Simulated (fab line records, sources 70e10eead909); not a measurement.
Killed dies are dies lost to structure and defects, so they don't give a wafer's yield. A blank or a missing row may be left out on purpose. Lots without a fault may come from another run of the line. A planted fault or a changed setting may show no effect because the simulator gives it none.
fab line records | flow nand_harc | part 1 of 2: steps 1 to 26 of 37
record lots=5 wafers=15 last_day=23
route steps=1159 shown A_BONDPAD@1078 HYBRID_BOND@1094 THIN_TSV@1101
lots that met no fault: from a run of the same line without faults
start_h: hours from the record's first day to the start of the lot's first wafer shown | wait_h: hours since the lot's step before | " the same as in the row above | L1.1+2: a row that stands for several wafers | - no value, or no start given | * or withheld: withheld | < > ~ a bound
route shown NAME@n: a module of which the file shows steps, and the number in the route of the first | usual: mean/standard deviation of fault-free wafers | same: alike in all rows | chamber/n: place in a boat | sites: the reading at each site | _std_site: their standard deviation | _edge_site: outer sites' mean less inner sites' | radius_mm: how far each site lies from the wafer's centre | mask NAME#n: copy n | behind: the tool/chamber that last shaped the wafer | hold: why the lot was held/for how many hours/how that ended | device: the transistor (n, p or np) that didn't switch | end of line: the same wafers' tests at the end of the route | a step without rows: its recipe alone | killed: dies lost to structure and defects at the first sort, not the wafer's yield | map: a wafer's dies, x killed, . not, _ none there
set.NAME: the setting as run; set.NAME@STEP: as run at that earlier step | model.NAME: the simulator's own value behind a step, which no gauge read
lots at some steps of the route; a table a step, a row a wafer
services: from which hour (start_h, from the record's first day; less than 0 if before it) a tool's chamber was out of use, for how many hours, and why
## steps
# step NHARC_A_BONDPAD_CD_MEAS_13
# usual cd_nm=499.5/2.2
# columns lot.wafer tool chamber start_h wait_h cd_nm
L076.1 cd_sem-02 - 437.32 - 503.9
L076.2 " - " " 504.2
L076.4 " - " " 503.5
L075.2 cd_sem-03 - 438.15 - 504.6
L075.3 " - " " 500.2
L075.4 " - " " 501.6
L079.3 cd_sem-02 - 448.73 - 496.8
L079.4 " - " " 498.8
L079.5 " - " " 499.9
L080.1 cd_sem-03 - 468.07 - 499.3
L080.2 " - " " 499.0
L080.4 " - " " 503.2
L090.2 cd_sem-01 - 504.78 - 496.4
L090.3 " - " " 498.3
L090.6 " - " " 497.9
# step NHARC_A_BONDPAD_STRIP_15
# recipe o2_flow_sccm=500 ar_flow_sccm=0 bias_w=0 chemistry=O2
# usual drypump_motor_current_A=5.8/0.39 o2_flow_sccm=500.2/1.4 oes_product_au=0.999/0.0086 rf_vpp_V=57.8/0.89 showerhead_plenum_p_Torr=3.54/0.14 throttle_valve_pct=17.036/0.0089
# columns lot.wafer tool chamber start_h wait_h drypump_motor_current_A o2_flow_sccm oes_product_au rf_hours_counter_h rf_vpp_V showerhead_plenum_p_Torr throttle_valve_pct
L076.4 rie_diel-03 0 437.41 0.1 5.7 501.5 0.993 2 58.3 3.34 17.042
L076.2 " 1 " " 5.1 499.5 0.995 2 57.7 3.62 17.017
L076.1 " 2 " " 6.1 502.4 1.015 2 55.6 3.42 17.039
L075.4 rie_diel-03 3 438.23 0.1 5.9 500.6 0.991 2 57.3 3.68 17.032
L075.2 " 0 " " 5.7 499.4 0.995 2 56.2 3.34 17.041
L075.3 " 1 " " 5.1 499.5 0.998 2 57.2 3.62 17.034
L079.3 rie_diel-03 1 448.82 0.1 5.0 501.2 0.997 2 58.7 3.62 17.026
L079.4 " 3 " " 5.9 500.1 0.987 2 57.2 3.68 17.050
L079.5 " 0 " " 5.7 497.3 0.988 - 58.5 3.34 17.028
L080.2 rie_diel-06 0 468.16 0.1 6.5 499.4 0.992 17 56.5 3.45 17.044
L080.1 " 1 " " 6.0 499.1 1.013 16 58.0 3.76 17.037
L080.4 " 3 " " 6.0 502.4 1.008 - 58.0 3.65 17.039
L090.3 rie_diel-03 1 504.86 0.1 5.0 503.7 0.998 4 58.2 3.62 17.047
L090.2 " 0 " " 5.7 500.6 0.999 4 55.5 3.34 17.026
L090.6 " 1 " " 5.0 501.1 1.001 - 58.2 3.62 17.030
# step NHARC_A_BONDPAD_ETCH_24
# recipe target_depth_a=300 over_etch_frac=0.3 time_s=72.99 ion_energy_ev=150 cf4_flow_sccm=50 n2_flow_sccm=100 ar_flow_sccm=150 rf_w=300 bias_w=100 chemistry=CF4/N2
# usual drypump_motor_current_A=5.8/0.38 oes_product_au=0.999/0.0087 rf_vpp_V=314.3/2.1 showerhead_plenum_p_Torr=2.63/0.11 throttle_valve_pct=19.793/0.0089
# same time_s=72.99
# columns lot.wafer tool chamber start_h wait_h drypump_motor_current_A oes_product_au rf_hours_counter_h rf_vpp_V showerhead_plenum_p_Torr throttle_valve_pct
L076.2 rie_diel-03 3 - - 5.9 0.992 2 314.8 2.74 19.809
L076.4 " 0 " " 5.7 0.989 2 312.3 2.48 19.790
L076.1 " 1 " " 5.0 0.993 2 316.7 2.69 19.785
L075.3 rie_diel-03 2 - - 6.2 1.006 2 312.7 2.54 19.798
L075.4 " 3 " " 5.9 0.995 2 316.3 2.74 19.798
L075.2 " 1 " " 5.1 1.000 2 315.7 2.69 19.788
L079.4 rie_diel-03 3 - - 5.9 0.992 2 315.9 2.74 19.801
L079.3 " 0 " " 5.7 0.996 2 311.5 2.48 19.785
L079.5 " 2 " " 6.1 1.012 - 312.4 2.54 19.792
L080.1 rie_diel-06 3 468.35 0.1 6.0 0.991 18 316.6 2.72 19.805
L080.2 " 0 " " 6.5 0.995 17 313.8 2.56 19.791
L080.4 " 3 " " 6.0 0.996 - 316.1 2.72 19.790
L090.3 rie_diel-03 1 - - 5.1 1.003 4 315.4 2.69 19.795
L090.2 " 3 " " 5.9 0.990 5 315.5 2.74 19.799
L090.6 " 0 " " 5.7 0.996 - 312.1 2.48 19.798
# step NHARC_A_BONDPAD_STRIP_16
# recipe time_s=600 temp_c=30 chemistry=post_etch_residue_remover
# same time_s=600
# columns lot.wafer tool chamber start_h wait_h
L076.1+2+4 wet_bench-08 2,3,5 437.67 -
L075.2+3+4 wet_bench-10 5,0,1 438.50 -
L079.3+5+4 wet_bench-08 5,0,2 449.08 -
L080.1+2+4 wet_bench-10 5,6,7 468.50 -
L090.2+3+6 wet_bench-10 2,6,7 505.14 -
# step NHARC_A_BONDPAD_DEGAS_25
# recipe temp_c=300 time_s=60
# usual heater_power_w=462/52
# same time_s=60
# columns lot.wafer tool chamber start_h wait_h heater_power_w
L076.1 pvd_sputter-01 - 437.95 - 419
L076.4 " - " " 472
L076.2 " - " " 378
L075.2 pvd_sputter-02 - 438.77 - 562
L075.4 " - " " 504
L075.3 " - " " 452
L079.3 pvd_sputter-02 - 449.35 - 451
L079.4 " - " " 429
L079.5 " - " " 553
L080.4 pvd_sputter-01 - 468.76 - 422
L080.2 " - " " 467
L080.1 " - " " 427
L090.2 pvd_sputter-02 - 505.42 - 449
L090.3 " - " " 454
L090.6 " - " " 430
# step NHARC_A_BONDPAD_PRE_CLEAN_26
# recipe time_s=30 temp_c=280 gas=H2/He
# usual heater_power_w=404/46
# same time_s=30
# columns lot.wafer tool chamber start_h wait_h heater_power_w
L076.1 pvd_sputter-01 - - - 377
L076.4 " - " " 368
L076.2 " - " " 392
L075.3 pvd_sputter-02 - - - 386
L075.2 " - " " 415
L075.4 " - " " 500
L079.4 pvd_sputter-02 - - - 486
L079.3 " - " " 381
L079.5 " - " " 434
L080.4 pvd_sputter-01 - - - 381
L080.2 " - " " 396
L080.1 " - " " 328
L090.2 pvd_sputter-02 - - - 490
L090.3 " - " " 443
L090.6 " - " " 388
# step NHARC_A_BONDPAD_PVD_17
# recipe target_thk_a=50 bias_v=168.6 power_w=15000 chamber_pressure_pa=0.12 time_s=8.06 substrate_temp_c=50 material=TaN
# usual chamber_pressure_pa=0.11997/0.00022 throttle_valve_pct=30.0/0.93
# same time_s=8.06
# columns lot.wafer tool chamber start_h wait_h chamber_pressure_pa throttle_valve_pct
L076.4 pvd_sputter-01 - - - 0.12011 29.8
L076.2 " - " " 0.11973 30.6
L076.1 " - " " 0.12042 30.1
L075.3 pvd_sputter-02 - - - 0.12037 29.0
L075.2 " - " " 0.12026 29.4
L075.4 " - " " 0.12014 30.4
L079.4 pvd_sputter-02 - - - 0.1196 29.5
L079.3 " - " " 0.12006 30.4
L079.5 " - " " 0.11976 29.6
L080.1 pvd_sputter-01 - - - 0.11981 30.0
L080.2 " - " " 0.12034 30.7
L080.4 " - " " 0.12035 29.7
L090.2 pvd_sputter-02 - - - 0.12025 29.4
L090.3 " - " " 0.1195 30.5
L090.6 " - " " 0.11996 30.4
# step NHARC_A_BONDPAD_PVD_27
# recipe target_thk_a=300 chamber_pressure_pa=5 power_w=5000 substrate_temp_c=30 time_s=20.49 material=Cu
# usual chamber_pressure_pa=5.002/0.01 throttle_valve_pct=30.1/0.97
# same time_s=20.49
# columns lot.wafer tool chamber start_h wait_h chamber_pressure_pa throttle_valve_pct
L076.4 pvd_sputter-01 - - - 4.994 30.0
L076.2 " - " " 4.987 29.8
L076.1 " - " " 5.004 30.3
L075.3 pvd_sputter-02 - - - 4.999 30.4
L075.2 " - " " 4.984 29.4
L075.4 " - " " 4.986 29.4
L079.4 pvd_sputter-02 - - - 5.023 30.4
L079.3 " - " " 5.012 29.2
L079.5 " - " " 5.022 30.3
L080.1 pvd_sputter-01 - - - 5.003 30.2
L080.4 " - " " 5.010 29.8
L080.2 " - " " 5.027 32.4
L090.3 pvd_sputter-02 - - - 4.998 30.4
L090.2 " - " " 5.006 30.4
L090.6 " - " " 5.008 30.4
# step NHARC_A_BONDPAD_ECD_18
# recipe target_thk_a=4000 bath_temp_c=25 material=Cu
# usual bath_temp_c=24.99/0.12
# columns lot.wafer tool chamber start_h wait_h bath_temp_c
L076.2 ecd_cu-01 0 438.31 - 24.99
L076.1 " 1 " " 24.86
L076.4 " 0 " " 25.11
L075.2 ecd_cu-01 1 439.18 - 25.14
L075.3 " 0 " " 24.99
L075.4 " 1 " " 24.97
L079.4 ecd_cu-02 0 449.81 - 24.91
L079.3 " 1 " " 25.08
L079.5 " 1 " " 25.15
L080.2 ecd_cu-01 0 469.17 - 24.90
L080.1 " 1 " " 24.88
L080.4 " 1 " " 25.04
L090.2 ecd_cu-02 1 505.83 - 24.92
L090.3 " 0 " " 25.04
L090.6 " 1 " " 24.95
# step NHARC_A_BONDPAD_ANNEAL_28
# recipe temp_c=225 time_s=90
# usual wafer_temp_C_max=226.1/0.61
# same time_s=90
# columns lot.wafer tool chamber start_h wait_h wafer_temp_C_max
L076.1 rtp_anneal-01 0 438.69 0.3 225.8
L076.2 " 0 " " 226.0
L076.4 " 0 " " 225.7
L075.2 rtp_anneal-01 0 439.55 - 225.6
L075.3 " 0 " " 225.5
L075.4 " 0 " " 225.6
L079.3 rtp_anneal-01 0 450.28 0.4 225.9
L079.4 " 0 " " 225.3
L079.5 " 0 " " 225.5
L080.1 rtp_anneal-02 0 469.67 0.4 226.3
L080.2 " 0 " " 226.7
L080.4 " 0 " " 226.8
L090.2 rtp_anneal-02 0 506.20 - 226.7
L090.3 " 0 " " 226.8
L090.6 " 0 " " 226.9
# step NHARC_A_BONDPAD_CMP_19
# recipe t_overpolish_s=30 cu_recess_touch_s=16 target_thk_nm=169.8
# usual motor_current_A=12.7/1.4 overpolish_run_s=30.000/0.0078 slurry_filter_dp_kPa=13.50/0.14
# columns lot.wafer tool chamber start_h wait_h motor_current_A overpolish_run_s slurry_filter_dp_kPa
L076.1 cmp-01 2 439.03 - 13.1 29.999 13.60
L076.2 " 3 " " 11.1 30.001 13.51
L076.4 " 1 " " 12.1 29.998 13.48
L075.2 cmp-03 0 439.85 - 12.3 30.005 13.56
L075.4 " 1 " " 14.8 30.004 13.53
L075.3 " 2 " " 13.7 30.009 13.28
L079.4 cmp-04 2 450.58 - 12.5 29.994 13.48
L079.3 " 3 " " 13.6 30.009 13.66
L079.5 " 1 " " 14.2 30.023 13.53
L080.4 cmp-03 0 470.01 - 12.1 30.001 13.29
L080.2 " 1 " " 14.0 30.005 13.76
L080.1 " 2 " " 13.6 29.990 13.58
L090.2 cmp-03 1 506.58 - 14.2 30.013 13.45
L090.3 " 2 " " 13.2 29.995 13.46
L090.6 " 0 " " 12.2 29.989 13.63
# step NHARC_A_BONDPAD_THK_MEAS_20
# recipe thk_meas_gauge=xrf
# usual thk_nm=169.7/1.5
# columns lot.wafer tool chamber start_h wait_h thk_nm
L076.1 film_metro-02 - 439.36 - 167.6
L076.2 " - " " 168.5
L076.4 " - " " 168.5
L075.2 film_metro-02 - 440.17 - 168.0
L075.3 " - " " 167.0
L075.4 " - " " 169.5
L079.3 film_metro-02 - 450.85 - 172.1
L079.4 " - " " 170.6
L079.5 " - " " 171.7
L080.1 film_metro-02 - 470.34 - 168.4
L080.2 " - " " 168.2
L080.4 " - " " 168.3
L090.2 film_metro-01 - 506.85 - 169.3
L090.3 " - " " 170.1
L090.6 " - " " 169.3
# step NHARC_A_BONDPAD_SRD_21
# recipe time_s=30 temp_c=23 dry_time_s=20 spin_rpm=1500
# same time_s=30
# columns lot.wafer tool chamber start_h wait_h
L076.2+1+4 wet_bench-08 7,2,4 439.40 0.0
L075.3+2+4 wet_bench-08 5,0,2 440.21 0.0
L079.3+4+5 wet_bench-08 4,6,7 450.88 0.0
L080.2+4+1 wet_bench-10 0,3,4 470.38 0.0
L090.2+3+6 wet_bench-10 1,5,6 506.89 0.0
# step NHARC_A_BONDPAD_INSPECT_23
# usual raw_defect_count=483/140
# columns lot.wafer tool chamber start_h wait_h raw_defect_count
L076.1 defect_inspect-01 - 439.58 0.0 417
L076.2 " - " " 620
L076.4 " - " " 491
L075.2 defect_inspect-02 - 440.38 0.0 449
L075.3 " - " " 399
L075.4 " - " " 402
L079.3 defect_inspect-01 - 451.07 0.0 657
L079.4 " - " " 515
L079.5 " - " " 876
L080.1 defect_inspect-02 - 470.56 0.1 525
L080.2 " - " " 416
L080.4 " - " " 429
L090.2 defect_inspect-01 - 507.05 0.0 328
L090.3 " - " " 569
L090.6 " - " " 385
# step NHARC_HYBRID_BOND_ACTIVATE_00
# recipe time_s=60 n2_flow_sccm=200 ar_flow_sccm=0 bias_power_w=0 chemistry=N2
# usual drypump_motor_current_A=5.9/0.43 oes_product_au=0.999/0.012 rf_vpp_V=64.3/0.92 showerhead_plenum_p_Torr=1.81/0.064
# same time_s=60
# columns lot.wafer tool chamber start_h wait_h drypump_motor_current_A oes_product_au rf_hours_counter_h rf_vpp_V showerhead_plenum_p_Torr
L076.4 rie_diel-02 3 439.65 0.1 6.3 1.006 36 65.3 1.77
L076.1 " 0 " " 6.1 0.994 42 64.6 1.67
L076.2 " 1 " " 5.4 0.990 38 63.6 1.69
L075.2 rie_diel-08 0 440.44 0.1 6.1 0.994 13 64.2 1.76
L075.4 " 1 " " 6.2 0.988 13 64.1 1.77
L075.3 " 3 " " 5.8 0.987 13 65.1 1.87
L079.3 rie_diel-08 1 451.14 0.1 6.2 0.986 13 63.0 1.77
L079.4 " 2 " " 5.0 0.999 13 64.3 1.85
L079.5 " 1 " " 6.3 0.988 - 62.9 1.77
L080.1 rie_diel-08 2 470.62 0.1 5.0 1.004 17 65.7 1.84
L080.2 " 0 " " 6.1 0.984 17 63.5 1.76
L080.4 " 0 " " 6.1 0.972 - 63.2 1.76
L090.3 rie_diel-08 0 507.21 0.2 6.1 1.004 3 64.3 1.76
L090.2 " 3 " " 5.8 0.997 3 64.5 1.86
L090.6 " 0 " " 6.1 1.010 - 64.2 1.76
# step NHARC_HYBRID_BOND_PRECLEAN_01
# recipe time_s=300 temp_c=23 chemistry=DIW
# same time_s=300
# columns lot.wafer tool chamber start_h wait_h
L076.4+2+1 wet_bench-10 2,3,4 439.82 0.2
L075.4+2+3 wet_bench-08 6,2,3 440.60 0.1
L079.4+3+5 wet_bench-10 3,4,7 451.30 0.1
L080.1+2+4 wet_bench-10 5,6,1 470.81 0.2
L090.6+3+2 wet_bench-10 7,0,2 507.36 0.1
# step NHARC_HYBRID_BOND_SRD_02
# recipe time_s=30 temp_c=23 dry_time_s=20 spin_rpm=1500
# same time_s=30
# columns lot.wafer tool chamber start_h wait_h
L076.4+2+1 wet_bench-10 2,3,4 - -
L075.4+2+3 wet_bench-08 6,2,3 - -
L079.4+3+5 wet_bench-10 3,4,7 - -
L080.1+2+4 wet_bench-10 5,6,1 - -
L090.6+3+2 wet_bench-10 7,0,2 - -
# step NHARC_HYBRID_BOND_BOND_03
# recipe temp_c=25
# columns lot.wafer tool chamber start_h wait_h
L076.1+2+4 wafer_bonder-01 0 440.05 -
L075.2+3+4 wafer_bonder-01 0 441.11 -
L079.3+4+5 wafer_bonder-01 0 451.85 -
L080.1+2+4 wafer_bonder-01 0 471.05 -
L090.2+3+6 wafer_bonder-01 0 507.76 -
# step NHARC_HYBRID_BOND_ANNEAL_04
# recipe temp_c=300 time_s=7200 ramp_up_c_per_min=5 ramp_down_c_per_min=3 idle_temp_c=100 pressure_atm=1
# usual ramp_down_c_per_min=3.0000/0.00049
# same time_s=7200
# columns lot.wafer tool chamber start_h wait_h ramp_down_c_per_min
L076.1 furnace-07 0 441.03 0.8 3.0006
L076.2 " 0 " " 2.9993
L076.4 " 0 " " 3.0002
L075.2 furnace-04 0 446.16 4.9 3.0005
L075.3 " 0 " " 2.9999
L075.4 " 0 " " 3.0004
L079.3 furnace-04 0 456.08 4.1 2.9997
L079.4 " 0 " " 3.0003
L079.5 " 0 " " 3.0000
L080.1 furnace-04 0 477.35 6.2 3.0002
L080.2 " 0 " " 2.9998
L080.4 " 0 " " 3.0003
L090.2 furnace-07 0 517.00 9.1 2.9998
L090.3 " 0 " " 2.9997
L090.6 " 0 " " 2.9993
# step NHARC_HYBRID_BOND_OVL_MEAS_05
# usual overlay_x_nm=5/29 overlay_y_nm=-2/35
# columns lot.wafer tool chamber start_h wait_h overlay_x_nm overlay_y_nm
L076.1 overlay-02 - 445.72 0.4 27 28
L076.2 " - " " -10 15
L076.4 " - " " 35 24
L075.2 overlay-01 - 450.80 0.4 5 54
L075.3 " - " " 29 13
L075.4 " - " " -16 -19
L079.3 overlay-02 - 460.82 0.4 -40 15
L079.4 " - " " 47 -28
L079.5 " - " " -7 20
L080.1 overlay-01 - 481.95 0.4 13 -31
L080.2 " - " " 15 -63
L080.4 " - " " -7 59
L090.2 overlay-02 - 521.70 0.4 -24 4
L090.3 " - " " -38 -18
L090.6 " - " " 37 38
# step NHARC_HYBRID_BOND_INSPECT_06
# recipe inspect_instrument=ir_void
# usual raw_defect_count=34/14
# columns lot.wafer tool chamber start_h wait_h raw_defect_count
L076.1 defect_inspect-02 - 445.77 0.0 39
L076.2 " - " " 24
L076.4 " - " " 21
L075.2 defect_inspect-02 - 450.85 0.1 17
L075.3 " - " " 34
L075.4 " - " " 21
L079.3 defect_inspect-01 - 460.88 0.1 29
L079.4 " - " " 24
L079.5 " - " " 25
L080.1 defect_inspect-02 - 482.00 0.0 17
L080.2 " - " " 20
L080.4 " - " " 19
L090.2 defect_inspect-01 - 521.76 0.1 30
L090.3 " - " " 34
L090.6 " - " " 28
# step NHARC_THIN_TSV_GRIND_00
# recipe target_thk_um=6
# usual motor_current_A=12.000/0.024
# columns lot.wafer tool chamber start_h wait_h motor_current_A
L076.1 grinder-01 0 445.92 0.1 11.974
L076.2 " 0 " " 11.993
L076.4 " 0 " " 12.009
L075.2 grinder-01 0 451.20 0.3 12.001
L075.3 " 0 " " 12.009
L075.4 " 0 " " 12.009
L079.3 grinder-01 0 461.43 0.5 11.999
L079.4 " 0 " " 11.978
L079.5 " 0 " " 11.984
L080.1 grinder-01 0 482.16 0.1 11.993
L080.2 " 0 " " 12.019
L080.4 " 0 " " 12.006
L090.2 grinder-01 0 522.11 0.3 12.057
L090.3 " 0 " " 11.985
L090.6 " 0 " " 12.001
# step NHARC_THIN_TSV_CMP_01
# recipe target_thk_um=3
# usual motor_current_A=12.3/1.2 slurry_filter_dp_kPa=13.52/0.13
# columns lot.wafer tool chamber start_h wait_h motor_current_A slurry_filter_dp_kPa
L076.4 cmp-01 3 447.13 0.4 10.9 13.31
L076.1 " 0 " " 13.9 13.66
L076.2 " 1 " " 11.8 13.44
L075.4 cmp-01 2 452.20 0.4 12.8 13.57
L075.3 " 0 " " 14.4 13.43
L075.2 " 1 " " 11.3 13.41
L079.4 cmp-02 1 462.27 0.4 10.4 13.58
L079.3 " 3 " " 11.7 13.53
L079.5 " 1 " " 9.9 13.66
L080.1 cmp-02 3 483.38 1.0 12.3 13.74
L080.4 " 0 " " 13.9 13.35
L080.2 " 1 " " 10.1 13.52
L090.2 cmp-01 2 523.18 0.9 12.4 13.55
L090.3 " 0 " " 14.0 13.55
L090.6 " 2 " " 12.1 13.52
# step NHARC_THIN_TSV_THK_MEAS_02
# recipe thk_meas_gauge=ir
# usual thk_nm=2957/230
# columns lot.wafer tool chamber start_h wait_h thk_nm
L076.1 film_metro-01 - 447.40 0.2 2904
L076.2 " - " " 2974
L076.4 " - " " 2802
L075.2 film_metro-01 - 452.47 - 3454
L075.3 " - " " 3131
L075.4 " - " " 3470
L079.3 film_metro-02 - 462.52 0.2 2840
L079.4 " - " " 3009
L079.5 " - " " 3193
L080.1 film_metro-01 - 483.65 - 3020
L080.2 " - " " 3165
L080.4 " - " " 3010
L090.2 film_metro-01 - 523.41 - 2361
L090.3 " - " " 2699
L090.6 " - " " 2789
# step NHARC_THIN_TSV_SRD_03
# columns lot.wafer tool chamber start_h wait_h
L076.1+2+4 wet_bench-08 4,5,7 447.45 0.0
L075.4+2+3 wet_bench-10 0,1,4 452.51 0.0
L079.4+5+3 wet_bench-08 2,3,4 462.57 0.0
L080.2+4+1 wet_bench-08 7,0,3 483.71 0.1
L090.2+3+6 wet_bench-08 6,0,1 523.46 0.0
# step NHARC_THIN_TSV_PRECLEAN_41
# recipe time_s=* temp_c=50 bath_age_min=0 chemistry=SC1
# same time_s=*
# columns lot.wafer tool chamber start_h wait_h
L076.1+2+4 wet_bench-08 4,5,7 447.47 0.0
L075.4+2+3 wet_bench-10 0,1,4 452.53 0.0
L079.4+5+3 wet_bench-08 2,3,4 462.59 0.0
L080.2+4+1 wet_bench-08 7,0,3 483.73 0.0
L090.2+3+6 wet_bench-08 6,0,1 523.48 0.0
